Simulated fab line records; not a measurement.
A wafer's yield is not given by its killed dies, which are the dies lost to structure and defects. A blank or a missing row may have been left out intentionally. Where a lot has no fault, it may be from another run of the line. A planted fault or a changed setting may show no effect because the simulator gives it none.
Chamber matching ; flow n5-finfet ; 4 sister chambers for N5_MOL_CONTACT_COAG_ETCHBACK_132 on rie-diel-04
The step etches SiO2 in CHF3, target depth 10 nm, time 6.7 s. 8 wafers are shown with their chamber, then 10 later ones without.

== WAFERS WITH THEIR CHAMBER ==
wafer;chamber;rf-vpp-V (V);throttle-valve-pct (%)
L082.6;3;496;18.45
L083.2;2;541;18.34
L083.3;1;548;18.80
L088.3;2;543;18.33
L088.5;0;529;18.74
L088.6;3;497;18.45
L090.2;0;528;18.74
L090.4;1;547;18.83

== WAFERS WITH NO CHAMBER GIVEN ==
wafer;rf-vpp-V (V);throttle-valve-pct (%)
L090.5;496;18.46
L091.1;531;18.76
L091.2;548;18.82
L091.4;497;18.46
L092.1;528;18.75
L092.4;547;18.83
L092.6;528;18.75
L095.2;528;18.77
L095.3;542;18.37
L095.5;528;18.78

== CHAMBER TAKEN BY EACH ==
wafer;from the rows above;in truth
L090.5;3;3
L091.1;0;0
L091.2;1;1
L091.4;3;3
L092.1;0;0
L092.4;1;1
L092.6;0;0
L095.2;0;0
L095.3;2;2
L095.5;0;0
Correct placement for 10 of the 10. Number that these rows cannot place: 0. Wrongly placed: 0.
How it was worked out, from the rows above alone: a wafer's distance from a chamber is the root of the sum, over the readings, of the square of ((its reading less the chamber's mean) divided by the reading's scatter). If the next closest chamber is less than 2 further off than the closest, the wafer can't be placed; otherwise it belongs to the closest. For every chamber, the mean is computed from those of its wafers that are shown. The scatter: the root of (the sum of the squares of (reading less its chamber's mean) over the shown wafers, divided by (wafers less chambers)).
